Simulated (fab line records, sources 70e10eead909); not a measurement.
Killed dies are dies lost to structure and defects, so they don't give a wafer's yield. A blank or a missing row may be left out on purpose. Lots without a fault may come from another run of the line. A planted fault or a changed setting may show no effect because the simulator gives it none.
fab line records | flow nand_harc
record lots=13 wafers=39 last_day=33
route steps=1302 shown A_CONTACT@1007 THIN_TSV@1264 END@1302
lots that met no fault: from a run of the same line without faults
start_h: hours from the record's first day to the start of the lot's first wafer shown | wait_h: hours since the lot's step before | " the same as in the row above | L1.1+2: a row that stands for several wafers | - no value, or no start given | * or withheld: withheld | < > ~ a bound
route shown NAME@n: a module of which the file shows steps, and the number in the route of the first | usual: mean/standard deviation of fault-free wafers | same: alike in all rows | chamber/n: place in a boat | sites: the reading at each site | _std_site: their standard deviation | _edge_site: outer sites' mean less inner sites' | radius_mm: how far each site lies from the wafer's centre | mask NAME#n: copy n | behind: the tool/chamber that last shaped the wafer | hold: why the lot was held/for how many hours/how that ended | device: the transistor (n, p or np) that didn't switch | end of line: the same wafers' tests at the end of the route | a step without rows: its recipe alone | killed: dies lost to structure and defects at the first sort, not the wafer's yield | map: a wafer's dies, x killed, . not, _ none there
set.NAME: the setting as run; set.NAME@STEP: as run at that earlier step | model.NAME: the simulator's own value behind a step, which no gauge read
steps of the route over a sample of lots; a table a step, a row a wafer
services: from which hour (start_h, from the record's first day; less than 0 if before it) a tool's chamber was out of use, for how many hours, and why
## steps
# step NHARC_A_CONTACT_ETCH_113
# recipe source_w=withheld pressure_mtorr=20 bias_v=3000 time_s=190 target_depth_a=18500 ar_flow_sccm=withheld c4f8_flow_sccm=withheld o2_flow_sccm=withheld chemistry=C4F8/O2/Ar
# columns lot.wafer tool chamber start_h wait_h rf_hours_counter_h
L936.2 har_cap_etch-02 0 504.12 0.1 81
L936.3 " 0 " " -
L936.4 " 1 " " -
L937.2 har_cap_etch-02 0 512.28 0.2 84
L937.1 " 1 " " 84
L937.5 " 1 " " -
L939.2 har_cap_etch-01 0 531.18 0.1 3
L939.3 " 0 " " -
L939.6 " 1 " " -
L940.2 har_cap_etch-02 0 531.74 0.1 91
L940.1 " 1 " " 91
L940.5 " 1 " " -
L941.3 har_cap_etch-03 0 547.22 0.1 -
L941.6 " 1 " " -
L941.5 " 0 " " -
L942.1 har_cap_etch-01 1 554.98 0.1 7
L942.3 " 0 " " -
L942.6 " 0 " " -
L946.3 har_cap_etch-01 0 599.43 0.1 -
L946.6 " 1 " " -
L946.5 " 0 " " -
L950.1 har_cap_etch-01 1 628.74 0.1 18
L950.3 " 0 " " -
L950.4 " 1 " " -
L952.2 har_cap_etch-03 1 667.19 0.1 76
L952.3 " 1 " " -
L952.6 " 1 " " -
L953.1 har_cap_etch-02 0 674.00 0.1 115
L953.5 " 1 " " -
L953.6 " 0 " " -
L955.1 har_cap_etch-01 1 683.95 0.1 30
L955.3 " 0 " " -
L955.6 " 1 " " -
L956.1 har_cap_etch-01 1 706.67 0.1 33
L956.4 " 1 " " -
L956.5 " 1 " " -
L958.2 har_cap_etch-01 1 725.63 0.1 36
L958.4 " 1 " " -
L958.5 " 0 " " -
# step NHARC_THIN_TSV_CD_MEAS_16
# usual cd_nm=999.3/2
# columns lot.wafer tool chamber start_h wait_h cd_nm
L936.2 cd_sem-01 - 562.92 0.1 997.0
L936.3 " - " " 999.9
L936.4 " - " " 999.5
L937.1 cd_sem-03 - 567.76 0.1 1000.8
L937.2 " - " " 998.4
L937.5 " - " " 1000.0
L939.2 cd_sem-02 - 592.88 0.1 999.7
L939.3 " - " " 999.6
L939.6 " - " " 1001.3
L940.1 cd_sem-03 - 593.96 0.1 993.8
L940.2 " - " " 993.9
L940.5 " - " " 996.7
L942.1 cd_sem-03 - 604.91 0.1 997.2
L942.3 " - " " 1002.4
L942.6 " - " " 999.8
L941.3 cd_sem-01 - 606.00 0.1 999.5
L941.5 " - " " 996.4
L941.6 " - " " 1000.3
L946.3 cd_sem-02 - 655.45 0.1 996.5
L946.5 " - " " 1000.2
L946.6 " - " " 997.3
L950.1 cd_sem-02 - 682.02 0.1 997.7
L950.3 " - " " 1000.2
L950.4 " - " " 997.5
L952.2 cd_sem-02 - 726.51 0.1 998.4
L952.3 " - " " 1001.7
L952.6 " - " " 997.5
L953.1 cd_sem-02 - 731.42 0.1 1002.4
L953.5 " - " " 1001.1
L953.6 " - " " 997.8
L955.1 cd_sem-01 - 747.54 0.1 995.8
L955.3 " - " " 999.6
L955.6 " - " " 999.6
L956.1 cd_sem-03 - 765.00 0.1 998.6
L956.4 " - " " 1000.3
L956.5 " - " " 997.8
L958.2 cd_sem-02 - 782.48 0.1 999.6
L958.4 " - " " 999.9
L958.5 " - " " 996.7
# step NHARC_THIN_TSV_ETCH_59
# recipe target_depth_a=8800 icp_w=900 bias_w=100 Cl2_flow_sccm=60 bcl3_flow_sccm=30 time_s=138.1 chemistry=Cl2/BCl3
# usual drypump_motor_current_A=5.5/0.33 mfc_cl2_sccm=59.97/0.19 oes_product_au=1.001/0.01 throttle_valve_pct=22.264/0.0096
# columns lot.wafer tool chamber start_h wait_h drypump_motor_current_A mfc_cl2_sccm oes_product_au rf_hours_counter_h throttle_valve_pct
L936.2 rie_metal-02 1 568.17 0.1 5.5 59.97 0.984 2.1 22.258
L936.4 " 0 " " 6.0 60.02 0.997 - 22.269
L936.3 " 1 " " 5.5 60.09 0.998 - 22.262
L937.1 rie_metal-01 0 572.97 0.1 5.4 60.31 1.014 2.8 22.254
L937.2 " 1 " " 4.9 59.81 1.021 2.8 22.269
L937.5 " 0 " " 5.4 60.17 1.013 - 22.266
L939.2 rie_metal-03 0 598.31 0.2 5.4 59.68 0.996 0.9 22.257
L939.3 " 1 " " 5.8 60.19 1.011 - 22.272
L939.6 " 1 " " 5.8 60.20 1.010 - 22.271
L940.2 rie_metal-02 1 599.26 0.1 5.5 59.98 0.992 2.5 22.256
L940.1 " 0 " " 6.1 59.95 0.987 2.5 22.263
L940.5 " 0 " " 6.0 59.90 0.992 - 22.261
L942.1 rie_metal-01 0 610.12 0.1 5.4 60.26 1.000 0.5 22.252
L942.3 " 1 " " 4.9 60.10 1.014 - 22.273
L942.6 " 1 " " 4.9 60.04 1.002 - 22.249
L941.3 rie_metal-03 1 611.39 0.1 5.8 59.94 1.006 - 22.275
L941.5 " 1 " " 5.8 60.16 0.999 - 22.250
L941.6 " 0 " " 5.4 59.72 0.998 - 22.264
L946.3 rie_metal-02 0 660.77 0.2 6.0 60.40 0.988 - 22.277
L946.5 " 0 " " 6.0 60.22 1.003 - 22.258
L946.6 " 1 " " 5.5 59.87 0.988 - 22.253
L950.1 rie_metal-03 0 687.44 0.1 5.4 60.27 1.005 2.3 22.259
L950.4 " 1 " " 5.8 59.79 1.007 - 22.258
L950.3 " 0 " " 5.4 59.98 1.001 - 22.272
L952.2 rie_metal-01 0 731.63 0.1 5.4 60.08 1.009 2.8 22.261
L952.3 " 1 " " 4.9 59.86 1.016 - 22.274
L952.6 " 1 " " 4.9 60.07 1.029 - 22.272
L953.1 rie_metal-03 0 736.67 0.1 5.4 60.03 1.002 0.4 22.269
L953.5 " 0 " " 5.4 59.89 1.012 - 22.251
L953.6 " 0 " " 5.4 59.83 1.003 - 22.260
L955.1 rie_metal-02 0 752.92 0.1 6.1 60.13 0.984 2.4 22.260
L955.3 " 1 " " 5.5 60.17 1.009 - 22.264
L955.6 " 1 " " 5.5 60.11 1.003 - 22.271
L956.1 rie_metal-03 0 770.58 0.1 5.4 60.09 1.007 0.8 22.261
L956.4 " 1 " " 5.8 59.76 0.997 - 22.252
L956.5 " 0 " " 5.4 60.01 0.993 - 22.273
L958.2 rie_metal-02 0 787.89 0.1 6.0 59.99 0.989 2.9 22.254
L958.4 " 1 " " 5.5 60.05 1.008 - 22.259
L958.5 " 0 " " 6.0 59.75 0.994 - 22.276
# step NHARC_THIN_TSV_ETCH_36
# recipe target_depth_a=650 over_etch_frac=0.3 time_s=18.571 ion_energy_ev=150 chemistry=Cl2/BCl3
# usual drypump_motor_current_A=5.5/0.33 oes_product_au=0.999/0.0098
# columns lot.wafer tool chamber start_h wait_h drypump_motor_current_A oes_product_au rf_hours_counter_h
L936.2 rie_metal-02 0 568.40 0.2 6.0 1.003 2.3
L936.3 " 1 " " 5.5 0.992 -
L936.4 " 0 " " 6.1 0.993 -
L937.2 rie_metal-01 0 573.23 0.2 5.4 1.007 3.0
L937.1 " 1 " " 4.9 1.012 3.0
L937.5 " 0 " " 5.4 1.005 -
L939.2 rie_metal-03 1 598.54 0.2 5.8 1.003 1.0
L939.3 " 0 " " 5.4 0.990 -
L939.6 " 0 " " 5.4 0.986 -
L940.1 rie_metal-02 1 599.52 0.2 5.5 0.995 2.6
L940.2 " 0 " " 6.0 0.993 2.6
L940.5 " 1 " " 5.5 0.987 -
L942.1 rie_metal-01 0 610.39 0.2 5.4 0.998 0.6
L942.3 " 0 " " 5.4 0.996 -
L942.6 " 0 " " 5.4 1.001 -
L941.3 rie_metal-03 1 611.59 0.2 5.8 0.998 -
L941.6 " 0 " " 5.4 1.005 -
L941.5 " 1 " " 5.8 1.003 -
L946.3 rie_metal-02 0 660.97 0.2 6.0 0.994 -
L946.5 " 1 " " 5.5 0.997 -
L946.6 " 0 " " 6.1 1.003 -
L950.1 rie_metal-03 1 687.66 0.2 5.8 1.002 2.4
L950.4 " 1 " " 5.8 1.012 -
L950.3 " 0 " " 5.4 1.000 -
L952.2 rie_metal-01 1 731.89 0.2 4.9 1.026 2.9
L952.3 " 0 " " 5.4 1.001 -
L952.6 " 0 " " 5.4 0.995 -
L953.1 rie_metal-03 0 737.15 0.4 5.4 0.995 0.7
L953.5 " 0 " " 5.4 0.981 -
L953.6 " 0 " " 5.4 0.995 -
L955.1 rie_metal-02 1 753.15 0.2 5.5 0.998 2.5
L955.3 " 0 " " 6.0 0.986 -
L955.6 " 0 " " 6.0 0.989 -
L956.1 rie_metal-03 0 770.80 0.2 5.4 0.992 1.0
L956.4 " 0 " " 5.4 0.991 -
L956.5 " 1 " " 5.8 0.981 -
L958.2 rie_metal-02 0 788.11 0.2 6.0 0.992 3.0
L958.4 " 1 " " 5.5 1.008 -
L958.5 " 0 " " 6.1 1.003 -
# step NHARC_END_SORT_01
# recipe temp_c=25
# usual killed_at_array=55/20 killed_at_other=0.7/0.96 killed_at_periphery=4.1/2.4 killed_dies=60/20 killed_open=3.3/1.9 killed_short=2.8/1.6
# same gross_dies=677
# columns lot.wafer tool chamber start_h wait_h killed_at_array killed_at_other killed_at_periphery killed_dies killed_open killed_short
L946.3 prober-02 0 672.80 3.1 124 0 5 129 1 2
L946.5 prober-02 0 674.39 3.7 126 3 7 136 3 1
L946.6 prober-02 0 675.18 4.0 131 2 4 137 6 6
L950.1 prober-02 0 696.13 2.5 140 0 4 144 4 2
L950.3 prober-02 0 697.69 3.1 141 1 6 148 3 4
L950.4 prober-02 0 698.48 3.4 142 0 4 146 6 2
# killed by level:class
L946.3 A_CONTACT:unspecified=91 A_CHANNEL_HOLE_D2:chamber_film_flake=16 A_CHANNEL_HOLE_D1:chamber_film_flake=4 A_CONTACT:chamber_film_flake=4 A_DECK1_JOINT:chamber_film_flake=3 P_M2:chamber_film_flake=2 A_ONON_D1:geometric_particle:short=1 A_CHANNEL_HOLE_D1:geometric_particle:open=1
L946.5 A_CONTACT:unspecified=93 A_CHANNEL_HOLE_D2:chamber_film_flake=17 A_CHANNEL_HOLE_D1:chamber_film_flake=4 A_SLIT:chamber_film_flake=4 A_M1:chamber_film_flake=4 THIN_TSV:chamber_film_flake=3 P_CONTACT:geometric_particle:open=2 P_BONDPAD:chamber_film_flake=2
L946.6 A_CONTACT:unspecified=97 A_CHANNEL_HOLE_D2:chamber_film_flake=12 A_CHANNEL_HOLE_D1:chamber_film_flake=6 A_SLIT:chamber_film_flake=4 A_CONTACT:chamber_film_flake=3 P_M0:geometric_particle:short=2 THIN_TSV:chamber_film_flake=2 P_GATE:geometric_particle:short=1
L950.1 A_CONTACT:unspecified=100 A_CHANNEL_HOLE_D1:chamber_film_flake=31 A_SLIT:chamber_film_flake=3 P_CONTACT:geometric_particle:open=1 A_SOURCE_PLATE:geometric_particle:open=1 A_CHANNEL_FILL_D1:geometric_particle:short=1 A_ONON_D2:geometric_particle:open=1 A_WL_FILL:geometric_particle:short=1
L950.3 A_CONTACT:unspecified=92 A_CHANNEL_HOLE_D1:chamber_film_flake=34 A_STAIRCASE:chamber_film_flake=4 P_M0:chamber_film_flake=3 A_SLIT:chamber_film_flake=3 P_GATE:chamber_film_flake=2 A_CONTACT:chamber_film_flake=2 A_ONON_D1:geometric_particle:open=1
L950.4 A_CONTACT:unspecified=100 A_CHANNEL_HOLE_D1:chamber_film_flake=28 A_CONTACT:chamber_film_flake=3 P_ZERO_WELL:chamber_film_flake=2 A_SLIT:chamber_film_flake=2 P_M0:geometric_particle:open=1 A_CHANNEL_FILL_D1:geometric_particle:open=1 A_DECK1_JOINT:geometric_particle:open=1
## services
# columns tool chamber start_h hours kind
har_cap_etch-01 - 499.38 17.0 pm
rie_metal-03 - 519.00 9.0 pm
rie_metal-03 0 519.00 9.0 vent_cycle
rie_metal-03 1 519.00 9.0 vent_cycle
rie_metal-03 0 528.00 - clean
rie_metal-03 1 528.00 - clean
har_cap_etch-02 - 544.62 0.4 repair
rie_metal-01 - 575.00 9.0 pm
har_cap_etch-03 - 586.65 1.4 repair
rie_metal-03 - 621.51 0.9 repair
rie_metal-02 - 631.00 9.0 pm
rie_metal-02 0 631.00 9.0 vent_cycle
rie_metal-02 1 631.00 9.0 vent_cycle
rie_metal-02 0 640.00 - clean
rie_metal-02 1 640.00 - clean
rie_metal-01 1 656.72 6.3 repair
rie_metal-02 0 676.33 1.6 repair
rie_metal-03 - 696.00 9.0 pm
rie_metal-03 0 696.00 9.0 vent_cycle
rie_metal-03 1 696.00 9.0 vent_cycle
rie_metal-03 0 705.00 - clean
rie_metal-03 1 733.43 8.4 repair
rie_metal-01 - 752.00 9.0 pm
har_cap_etch-02 - 754.00 17.0 pm
## key
first_sign step=NHARC_END_SORT_01 reading=killed_dies direction=up sigmas=4 usual=60 struck=140
effect step=NHARC_END_SORT_01 reading=killed_at_array direction=up sigmas=3.9 usual=55 struck=134
more_kills_born_at NHARC_A_CONTACT_ETCH_113@har_cap_etch-01=572
met_at NHARC_A_CONTACT_ETCH_113
struck_lots L946,L950
tester_left_out L946,L950
not_acting_at NHARC_THIN_TSV_CD_MEAS_16,NHARC_THIN_TSV_ETCH_59,NHARC_THIN_TSV_ETCH_36
onset_between 554.98 599.43
fault kind=chamber_particle_source tool=har_cap_etch-01 chamber=- onset_h=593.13 steps=NHARC_A_CONTACT_ETCH_113 rate_per_visit_cm2=2.0086 end_h=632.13
# tester_left_out: of these lots the tester's yield and bins aren't shown, on N5 and GAA mostly nor the transistor test; their killed dies are dies lost to structure and defects alone, not to doping, threshold or leakage, so they don't give the yield
